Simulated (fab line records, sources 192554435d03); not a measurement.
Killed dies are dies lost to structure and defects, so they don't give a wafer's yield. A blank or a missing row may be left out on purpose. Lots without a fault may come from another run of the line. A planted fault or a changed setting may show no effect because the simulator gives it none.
Which tool did it? | flow n5_finfet | 24 lots, 72 wafers sampled, at 6 steps of a route of 1938

WHAT THE GAUGES READ, wafer by wafer
N5_BEOL_M2_OVL_MEAS_29.
lot  | measured     | on         | V1_OVL (nm)
L074 | day 6 17:06  | overlay-01 | 0.2 0.5 -1.2
L076 | day 6 18:11  | overlay-01 | 1.1 0.9 1.1
L075 | day 7 01:20  | overlay-02 | 0.2 0.8 0.1
L077 | day 7 09:24  | overlay-01 | 0.7 -0.3 0.9
L078 | day 7 09:35  | overlay-01 | 0.8 0.2 0.7
L079 | day 8 00:16  | overlay-01 | 0.5 0.4 0.8
L080 | day 8 09:37  | overlay-01 | 1.1 1.3 1.4
L081 | day 8 12:25  | overlay-01 | 0.7 0.2 0.9
L082 | day 8 13:06  | overlay-02 | 0.2 0.9 0.7
L083 | day 8 17:44  | overlay-01 | -0.2 -1.0 -0.2
L085 | day 9 07:06  | overlay-01 | -0.8 -1.4 -0.1
L084 | day 9 09:56  | overlay-02 | -0.5 -1.7 -0.2
L087 | day 10 14:45 | overlay-01 | 0.3 0.3 0.0
L086 | day 10 19:32 | overlay-01 | -0.4 -0.5 0.5
L089 | day 10 22:13 | overlay-02 | -0.2 -0.2 -0.5
L088 | day 11 00:54 | overlay-01 | 0.9 0.2 0.9
L090 | day 11 01:28 | overlay-02 | 0.5 0.3 -0.7
L093 | day 11 21:41 | overlay-01 | 0.1 1.1 0.9
L091 | day 12 02:41 | overlay-01 | -0.4 0.6 -0.5
L094 | day 12 03:24 | overlay-01 | 0.3 -0.1 0.5
L095 | day 12 05:44 | overlay-01 | -0.2 0.2 0.0
L092 | day 12 06:27 | overlay-01 | -0.5 -0.3 0.2
L096 | day 12 08:04 | overlay-02 | -0.6 -1.3 -0.9
L097 | day 13 03:11 | overlay-01 | -1.0 -1.1 -0.8

WHICH TOOL RAN EACH LOT (tool, then ch and the chambers of the sampled wafers, then the start)
lot  | N5_BEOL_M1_SPUTTER_81        | N5_BEOL_M1_ANNEAL_89         | N5_BEOL_M1_SPUTTER_90        | N5_BEOL_M1_SPUTTER_94        | N5_BEOL_M2_ETCH_74
L074 | pvd_sputter-01, day 6 10:37  | pvd_sputter-01, day 6 11:08  | pvd_sputter-01, day 6 11:16  | pvd_sputter-01, day 6 11:43  | rie_diel-04 ch 0,2,3, day 6 16:06
L076 | pvd_sputter-01, day 6 13:36  | pvd_sputter-01, day 6 14:07  | pvd_sputter-01, day 6 14:16  | pvd_sputter-01, day 6 14:42  | rie_diel-05 ch 1,2, day 6 17:26
L075 | pvd_sputter-02, day 6 18:41  | pvd_sputter-02, day 6 19:12  | pvd_sputter-02, day 6 19:20  | pvd_sputter-02, day 6 19:47  | rie_diel-04 ch 0,2,3, day 7 00:34
L077 | pvd_sputter-03, day 7 01:52  | pvd_sputter-03, day 7 02:23  | pvd_sputter-03, day 7 02:31  | pvd_sputter-03, day 7 02:58  | rie_diel-04 ch 0,1,2, day 7 08:28
L078 | pvd_sputter-02, day 7 04:53  | pvd_sputter-02, day 7 05:25  | pvd_sputter-02, day 7 05:33  | pvd_sputter-02, day 7 05:59  | rie_diel-06 ch 0,2,3, day 7 08:43
L079 | pvd_sputter-01, day 7 19:27  | pvd_sputter-01, day 7 19:58  | pvd_sputter-01, day 7 20:07  | pvd_sputter-01, day 7 20:33  | rie_diel-05 ch 0,1,2, day 7 23:22
L080 | pvd_sputter-02, day 8 05:07  | pvd_sputter-02, day 8 05:38  | pvd_sputter-02, day 8 05:46  | pvd_sputter-02, day 8 06:13  | rie_diel-06 ch 0,3, day 8 08:49
L081 | pvd_sputter-03, day 8 06:59  | pvd_sputter-03, day 8 07:30  | pvd_sputter-03, day 8 07:38  | pvd_sputter-03, day 8 08:05  | rie_diel-05 ch 0,1,3, day 8 11:38
L082 | pvd_sputter-02, day 8 08:33  | pvd_sputter-02, day 8 09:04  | pvd_sputter-02, day 8 09:13  | pvd_sputter-02, day 8 09:39  | rie_diel-06 ch 2,3, day 8 12:19
L083 | pvd_sputter-02, day 8 13:22  | pvd_sputter-02, day 8 13:53  | pvd_sputter-02, day 8 14:02  | pvd_sputter-02, day 8 14:28  | rie_diel-04 ch 2,3, day 8 16:57
L085 | pvd_sputter-03, day 9 02:28  | pvd_sputter-03, day 9 02:59  | pvd_sputter-03, day 9 03:08  | pvd_sputter-03, day 9 03:34  | rie_diel-05 ch 1,3, day 9 06:20
L084 | pvd_sputter-03, day 9 04:51  | pvd_sputter-03, day 9 05:22  | pvd_sputter-03, day 9 05:31  | pvd_sputter-03, day 9 05:57  | rie_diel-06 ch 0,2,3, day 9 09:09
L087 | pvd_sputter-01, day 10 10:13 | pvd_sputter-01, day 10 10:44 | pvd_sputter-01, day 10 10:53 | pvd_sputter-01, day 10 11:19 | rie_diel-04 ch 0,1,3, day 10 14:00
L086 | pvd_sputter-01, day 10 15:29 | pvd_sputter-01, day 10 16:00 | pvd_sputter-01, day 10 16:08 | pvd_sputter-01, day 10 16:35 | rie_diel-05 ch 0,3, day 10 18:38
L089 | pvd_sputter-01, day 10 17:58 | pvd_sputter-01, day 10 18:29 | pvd_sputter-01, day 10 18:37 | pvd_sputter-01, day 10 19:04 | rie_diel-04 ch 0,1,3, day 10 21:26
L088 | pvd_sputter-02, day 10 20:21 | pvd_sputter-02, day 10 20:52 | pvd_sputter-02, day 10 21:01 | pvd_sputter-02, day 10 21:27 | rie_diel-05 ch 0,2, day 11 00:00
L090 | pvd_sputter-01, day 10 21:19 | pvd_sputter-01, day 10 21:50 | pvd_sputter-01, day 10 21:58 | pvd_sputter-01, day 10 22:25 | rie_diel-05 ch 0,2, day 11 00:35
L093 | pvd_sputter-03, day 11 17:15 | pvd_sputter-03, day 11 17:46 | pvd_sputter-03, day 11 17:55 | pvd_sputter-03, day 11 18:21 | rie_diel-06 ch 0,3, day 11 20:44
L091 | pvd_sputter-01, day 11 22:03 | pvd_sputter-01, day 11 22:34 | pvd_sputter-01, day 11 22:43 | pvd_sputter-01, day 11 23:09 | rie_diel-04 ch 0,1,3, day 12 01:55
L094 | pvd_sputter-03, day 11 22:53 | pvd_sputter-03, day 11 23:25 | pvd_sputter-03, day 11 23:33 | pvd_sputter-03, day 11 23:59 | rie_diel-06 ch 1,2,3, day 12 02:22
L095 | pvd_sputter-01, day 12 00:16 | pvd_sputter-01, day 12 00:47 | pvd_sputter-01, day 12 00:56 | pvd_sputter-01, day 12 01:22 | rie_diel-05 ch 1,2,3, day 12 04:46
L092 | pvd_sputter-03, day 12 02:19 | pvd_sputter-03, day 12 02:50 | pvd_sputter-03, day 12 02:58 | pvd_sputter-03, day 12 03:25 | rie_diel-05 ch 0,1,3, day 12 05:28
L096 | pvd_sputter-01, day 12 02:39 | pvd_sputter-01, day 12 03:10 | pvd_sputter-01, day 12 03:19 | pvd_sputter-01, day 12 03:45 | rie_diel-06 ch 0,1,2, day 12 07:14
L097 | pvd_sputter-03, day 12 22:58 | pvd_sputter-03, day 12 23:29 | pvd_sputter-03, day 12 23:38 | pvd_sputter-03, day 13 00:04 | rie_diel-05 ch 0,2,3, day 13 02:27
- N5_BEOL_M1_SPUTTER_81: material Cu, target thk 4.5 nm, time 8.29 s.
- N5_BEOL_M1_ANNEAL_89: time 240 s.
- N5_BEOL_M1_SPUTTER_90: material Cu, target thk 4.5 nm, time 8.29 s.
- N5_BEOL_M1_SPUTTER_94: material Cu, target thk 4.5 nm, time 8.29 s.
- N5_BEOL_M2_ETCH_74: etches underlayer in N2/H2, target depth 6.5 nm, time 5.2 s.

WHAT THE TOOLS THEMSELVES READ (means of the sampled wafers that have a number; where no wafer has one, the mark that the record gives instead)
N5_BEOL_M1_SPUTTER_81.
lot  | tool           | substrate_temp_c (C) | throttle_valve_pct (%)
L074 | pvd_sputter-01 | -20.12               | 30.3
L076 | pvd_sputter-01 | -19.95               | 30.7
L075 | pvd_sputter-02 | -19.94               | 29.0
L077 | pvd_sputter-03 | -19.93               | 30.2
L078 | pvd_sputter-02 | -19.94               | 28.8
L079 | pvd_sputter-01 | -19.99               | 31.0
L080 | pvd_sputter-02 | -20.02               | 29.4
L081 | pvd_sputter-03 | -20.04               | 30.0
L082 | pvd_sputter-02 | -19.89               | 29.3
L083 | pvd_sputter-02 | -20.00               | 29.2
L085 | pvd_sputter-03 | -20.02               | 30.9
L084 | pvd_sputter-03 | -20.01               | 31.4
L087 | pvd_sputter-01 | -20.06               | 30.7
L086 | pvd_sputter-01 | -20.07               | 30.3
L089 | pvd_sputter-01 | -20.06               | 31.2
L088 | pvd_sputter-02 | -20.09               | 29.4
L090 | pvd_sputter-01 | -19.97               | 30.9
L093 | pvd_sputter-03 | -20.08               | 32.2
L091 | pvd_sputter-01 | -20.20               | 31.0
L094 | pvd_sputter-03 | -19.94               | 30.1
L095 | pvd_sputter-01 | -19.97               | 31.2
L092 | pvd_sputter-03 | -19.98               | 30.2
L096 | pvd_sputter-01 | -19.98               | 31.2
L097 | pvd_sputter-03 | -19.88               | 31.0

N5_BEOL_M1_ANNEAL_89.
lot  | tool           | heater_power_w (W)
L074 | pvd_sputter-01 | 880
L076 | pvd_sputter-01 | 899
L075 | pvd_sputter-02 | 816
L077 | pvd_sputter-03 | 807
L078 | pvd_sputter-02 | 854
L079 | pvd_sputter-01 | 893
L080 | pvd_sputter-02 | 830
L081 | pvd_sputter-03 | 793
L082 | pvd_sputter-02 | 847
L083 | pvd_sputter-02 | 839
L085 | pvd_sputter-03 | 780
L084 | pvd_sputter-03 | 854
L087 | pvd_sputter-01 | 889
L086 | pvd_sputter-01 | 886
L089 | pvd_sputter-01 | 843
L088 | pvd_sputter-02 | 851
L090 | pvd_sputter-01 | 814
L093 | pvd_sputter-03 | 898
L091 | pvd_sputter-01 | 915
L094 | pvd_sputter-03 | 777
L095 | pvd_sputter-01 | 828
L092 | pvd_sputter-03 | 814
L096 | pvd_sputter-01 | 775
L097 | pvd_sputter-03 | 840

N5_BEOL_M1_SPUTTER_90.
lot  | tool           | substrate_temp_c (C) | throttle_valve_pct (%)
L074 | pvd_sputter-01 | -20.02               | 30.3
L076 | pvd_sputter-01 | -19.99               | 30.8
L075 | pvd_sputter-02 | -19.99               | 29.2
L077 | pvd_sputter-03 | -19.92               | 30.0
L078 | pvd_sputter-02 | -19.99               | 29.1
L079 | pvd_sputter-01 | -19.93               | 30.7
L080 | pvd_sputter-02 | -20.02               | 29.3
L081 | pvd_sputter-03 | -20.05               | 30.1
L082 | pvd_sputter-02 | -19.95               | 29.3
L083 | pvd_sputter-02 | -19.93               | 29.1
L085 | pvd_sputter-03 | -19.94               | 30.7
L084 | pvd_sputter-03 | -20.00               | 31.3
L087 | pvd_sputter-01 | -19.98               | 30.8
L086 | pvd_sputter-01 | -20.08               | 30.4
L089 | pvd_sputter-01 | -19.94               | 31.2
L088 | pvd_sputter-02 | -19.90               | 29.3
L090 | pvd_sputter-01 | -19.95               | 30.8
L093 | pvd_sputter-03 | -19.96               | 32.3
L091 | pvd_sputter-01 | -19.98               | 31.1
L094 | pvd_sputter-03 | -20.05               | 30.4
L095 | pvd_sputter-01 | -19.97               | 31.2
L092 | pvd_sputter-03 | -19.97               | 30.1
L096 | pvd_sputter-01 | -20.03               | 31.2
L097 | pvd_sputter-03 | -19.96               | 30.9

N5_BEOL_M1_SPUTTER_94.
lot  | tool           | substrate_temp_c (C) | throttle_valve_pct (%)
L074 | pvd_sputter-01 | -19.98               | 30.4
L076 | pvd_sputter-01 | -20.08               | 30.8
L075 | pvd_sputter-02 | -19.94               | 29.1
L077 | pvd_sputter-03 | -19.94               | 30.1
L078 | pvd_sputter-02 | -20.01               | 29.2
L079 | pvd_sputter-01 | -20.02               | 30.7
L080 | pvd_sputter-02 | -19.98               | 29.2
L081 | pvd_sputter-03 | -20.08               | 30.2
L082 | pvd_sputter-02 | -19.98               | 29.2
L083 | pvd_sputter-02 | -19.98               | 29.2
L085 | pvd_sputter-03 | -19.98               | 31.0
L084 | pvd_sputter-03 | -20.03               | 31.6
L087 | pvd_sputter-01 | -19.90               | 30.8
L086 | pvd_sputter-01 | -20.03               | 30.4
L089 | pvd_sputter-01 | -19.95               | 31.2
L088 | pvd_sputter-02 | -20.03               | 29.3
L090 | pvd_sputter-01 | -20.00               | 30.9
L093 | pvd_sputter-03 | -19.98               | 32.2
L091 | pvd_sputter-01 | -20.01               | 31.2
L094 | pvd_sputter-03 | -20.00               | 30.3
L095 | pvd_sputter-01 | -20.01               | 31.2
L092 | pvd_sputter-03 | -20.15               | 30.1
L096 | pvd_sputter-01 | -20.08               | 31.3
L097 | pvd_sputter-03 | -20.10               | 30.9

N5_BEOL_M2_ETCH_74.
lot  | tool        | bias_w (W) | drypump_motor_current_A (A) | etch_rf_on_time_s (s) | oes_product_au (a.u.) | rf_vpp_V (V) | showerhead_plenum_p_Torr (Torr) | throttle_valve_pct (%)
L074 | rie_diel-04 | 150.1      | 5.4                         | 5.01                  | 0.71                  | 523.2        | 2.53                            | 17.85
L076 | rie_diel-05 | 150.0      | 5.2                         | 5.07                  | 0.76                  | 527.2        | 2.66                            | 17.50
L075 | rie_diel-04 | 150.2      | 5.4                         | 5.06                  | 0.71                  | 523.1        | 2.53                            | 17.84
L077 | rie_diel-04 | 150.1      | 5.5                         | 5.13                  | 0.68                  | 524.8        | 2.59                            | 17.76
L078 | rie_diel-06 | 149.7      | 5.6                         | 5.17                  | 0.68                  | 525.7        | 2.64                            | 17.82
L079 | rie_diel-05 | 150.2      | 5.6                         | 5.18                  | 0.68                  | 524.8        | 2.58                            | 17.68
L080 | rie_diel-06 | 149.5      | 5.9                         | 5.12                  | 0.71                  | 527.1        | 2.68                            | 17.92
L081 | rie_diel-05 | 150.0      | 5.7                         | 5.17                  | 0.61                  | 523.2        | 2.55                            | 17.97
L082 | rie_diel-06 | 149.9      | 5.7                         | 5.16                  | 0.64                  | 525.3        | 2.61                            | 17.81
L083 | rie_diel-04 | 149.5      | 5.8                         | 5.05                  | 0.68                  | 521.9        | 2.48                            | 17.96
L085 | rie_diel-05 | 150.3      | 5.4                         | 5.11                  | 0.68                  | 526.4        | 2.60                            | 17.94
L084 | rie_diel-06 | 150.0      | 5.6                         | 5.11                  | 0.68                  | 525.2        | 2.63                            | 17.83
L087 | rie_diel-04 | 149.8      | 5.5                         | 5.10                  | 0.65                  | 523.6        | 2.53                            | 17.78
L086 | rie_diel-05 | 150.3      | 6.1                         | 5.34                  | 0.61                  | 522.5        | 2.48                            | 17.92
L089 | rie_diel-04 | 149.7      | 5.5                         | 5.05                  | 0.66                  | 522.9        | 2.53                            | 17.77
L088 | rie_diel-05 | 149.6      | 6.0                         | 5.20                  | 0.68                  | 522.9        | 2.51                            | 17.63
L090 | rie_diel-05 | 150.1      | 6.0                         | 5.25                  | 0.66                  | 523.4        | 2.51                            | 17.64
L093 | rie_diel-06 | 150.1      | 5.9                         | 5.13                  | 0.71                  | 528.6        | 2.69                            | 17.98
L091 | rie_diel-04 | 149.9      | 5.5                         | 5.12                  | 0.64                  | 524.6        | 2.53                            | 17.78
L094 | rie_diel-06 | 150.2      | 5.6                         | 5.23                  | 0.69                  | 522.6        | 2.53                            | 17.73
L095 | rie_diel-05 | 150.0      | 5.3                         | 5.12                  | 0.77                  | 525.9        | 2.62                            | 17.56
L092 | rie_diel-05 | 150.2      | 5.7                         | 5.18                  | 0.73                  | 524.5        | 2.53                            | 17.74
L096 | rie_diel-06 | 149.4      | 5.5                         | 5.12                  | 0.73                  | 525.4        | 2.54                            | 17.74
L097 | rie_diel-05 | 149.8      | 5.7                         | 5.11                  | 0.72                  | 525.5        | 2.56                            | 17.58

THE ANSWER, worked out from the rows above alone
Rule: what is usual is taken from the lots themselves. Put in order of their means at a reading, lots are off if they are a third of the lots or fewer, leave a main group of 4 or more, and stand apart from it by a gap of 3 or more times the standard deviation of the main group's means; of several such gaps the widest counts. A main group whose means are all the same, to the digits that the tables above print for the reading, isn't used. A lot without any number at a reading at which 4 lots or more have one is off too. The other lots that the step has rows for count as sound. The gauges are gone through in route order, then the tools' own readings, and for those a lot's mean is taken as printed above. The first step at which some lot is off is used, and at that step the reading that is off furthest; a lot without a number counts as furthest.
No lot is off at any reading shown: from this, nothing can be told.

WHAT THE SIMULATOR HAD PUT IN
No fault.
